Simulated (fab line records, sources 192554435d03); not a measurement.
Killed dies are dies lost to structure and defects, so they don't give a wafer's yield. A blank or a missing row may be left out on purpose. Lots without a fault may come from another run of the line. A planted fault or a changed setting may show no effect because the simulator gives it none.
Chamber matching | flow n5_finfet | N5_BEOL_M15_ETCH_61 on rie_diel-05: 4 sister chambers
The step etches BARC in N2/H2, target depth 89 nm, overetch 26.7 nm, time 67.9 s. 8 wafers are shown with their chamber, then 8 later ones without.

WAFERS WITH THEIR CHAMBER
wafer  | chamber | showerhead_plenum_p_Torr (Torr) | throttle_valve_pct (%)
L080.3 | 3       | 2.45                            | 17.54
L082.1 | 1       | 2.67                            | 17.96
L082.5 | 1       | 2.67                            | 17.99
L079.2 | 0       | 2.68                            | 17.82
L079.5 | 0       | 2.68                            | 17.81
L081.2 | 3       | 2.45                            | 17.54
L081.6 | 2       | 2.68                            | 17.90
L092.3 | 2       | 2.67                            | 17.94

WAFERS WITHOUT THEIR CHAMBER
wafer  | showerhead_plenum_p_Torr (Torr) | throttle_valve_pct (%)
L092.5 | 2.44                            | 17.57
L092.6 | 2.67                            | 17.95
L093.2 | 2.67                            | 17.97
L093.3 | 2.67                            | 17.84
L093.4 | 2.44                            | 17.58
L097.3 | 2.66                            | 17.86
L097.4 | 2.67                            | 17.99
L097.5 | 2.66                            | 18.01

WHICH CHAMBER EACH WENT THROUGH
wafer  | from the rows above          | in truth
L092.5 | 3                            | 3
L092.6 | can't be placed: 1 or 2      | 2
L093.2 | 1                            | 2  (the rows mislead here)
L093.3 | can't be placed: 0 or 2      | 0
L093.4 | 3                            | 3
L097.3 | can't be placed: 2 or 0 or 1 | 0
L097.4 | 1                            | 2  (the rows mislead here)
L097.5 | 1                            | 1
Placed correctly: 3 of 8. Can't be placed from these rows: 3 (the true chamber is among the candidates in 3). Placed wrongly: 2.
How it was worked out, from the rows above alone: a wafer's distance from a chamber is the root of the sum, over the readings, of the square of ((its reading less the chamber's mean) divided by the reading's scatter). The wafer belongs to the nearest chamber; if the next one is less than 2 further off, it can't be placed. A chamber's mean is the mean of its shown wafers. The scatter: the root of (the sum of the squares of (reading less its chamber's mean) over the shown wafers, divided by (wafers less chambers)).
